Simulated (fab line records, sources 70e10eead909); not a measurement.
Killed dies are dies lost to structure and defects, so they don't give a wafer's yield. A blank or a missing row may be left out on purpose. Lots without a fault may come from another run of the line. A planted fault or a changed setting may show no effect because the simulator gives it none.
A struck lot beside a sound one | flow nand_harc | 15 steps out of a route of 1302
Sound: wafers L507.2, L507.3, L507.5. Struck: wafer L523.4. (L523.3, L523.5 of the same lot were not struck and are left out.) The cause comes at the end.
At each step with rows: each side's tool, then ch and its chambers, then its first start. Under that, the readings that differ: sound wafers | struck wafers | difference of the means | sigmas: that difference in standard deviations of wafers without a fault.
alike: readings whose means differ by less than 2 such deviations, and words and numbers that are the same on both sides. not compared: withheld readings, readings that some wafer has no value for, bounds like >300 that may hide the same value, and numbers for which the record gives no deviation and whose values overlap.
The two part at a step that has a row with sigmas, a row that says differs or no value, or rows on one side only. Numbers that don't overlap but have no deviation are shown without sigmas and don't part them. A reading that every wafer of one side lacks parts them only if that side has two wafers or more.

NHARC_A_ONON_D2_THK_MEAS_05: measures by ellipsometry.
  sound on film_metro-01, day 13 11:59; struck on film_metro-01, day 20 12:25
  alike: thk_nm
then, 1 step without rows for these wafers: NHARC_A_ONON_D2_DEP_06 (target thk 1000 nm).
NHARC_A_ONON_D2_THK_MEAS_08: measures by ellipsometry.
  sound on film_metro-01, day 13 12:34; struck on film_metro-02, day 20 13:00
  reading     | sound          | struck | difference | sigmas
  thk_nm (nm) | 1013 1014 1013 | 988    | -25        | -3
then, 1 step without rows for these wafers: NHARC_A_ONON_D2_DEP_09 (target thk 1000 nm).
NHARC_A_ONON_D2_THK_MEAS_11: measures by ellipsometry.
  sound on film_metro-02, day 13 13:07; struck on film_metro-02, day 20 13:35
  alike: thk_nm
then, 1 step without rows for these wafers: NHARC_A_ONON_D2_DEP_12 (target thk 1000 nm).
NHARC_A_ONON_D2_THK_MEAS_14: measures by ellipsometry.
  sound on film_metro-01, day 13 13:41; struck on film_metro-02, day 20 14:09
  alike: thk_nm
then, 2 steps without rows for these wafers: NHARC_A_ONON_D2_ANNEAL_15 (time 3600 s); NHARC_A_ONON_D2_DEP_16 (target thk 1000 nm).
NHARC_A_ONON_D2_THK_MEAS_18: measures by ellipsometry.
  sound on film_metro-01, day 14 01:02; struck on film_metro-02, day 20 21:53
  alike: thk_nm
then, 1 step without rows for these wafers: NHARC_A_ONON_D2_DEP_19 (target thk 1000 nm).
NHARC_A_ONON_D2_THK_MEAS_21: measures by ellipsometry.
  sound on film_metro-01, day 14 01:36; struck on film_metro-02, day 20 22:28
  alike: thk_nm
NHARC_A_ONON_D2_DEP_22: target thk 1000 nm.
  sound on pecvd_onon-03 ch 0, day 14 01:43; struck on pecvd_onon-04 ch 0, day 20 22:38
NHARC_A_ONON_D2_THK_MEAS_24: measures by ellipsometry.
  sound on film_metro-02, day 14 02:10; struck on film_metro-01, day 20 23:01
  reading     | sound          | struck | difference | sigmas
  thk_nm (nm) | 1003 1000 1000 | 663    | -338       | -31
then, 1 step without rows for these wafers: NHARC_A_ONON_D2_DEP_25 (target thk 1000 nm).

WHERE THEY PART
First at NHARC_A_ONON_D2_THK_MEAS_08; last, within this record, at NHARC_A_ONON_D2_THK_MEAS_24.

WHY: what the simulator had put in
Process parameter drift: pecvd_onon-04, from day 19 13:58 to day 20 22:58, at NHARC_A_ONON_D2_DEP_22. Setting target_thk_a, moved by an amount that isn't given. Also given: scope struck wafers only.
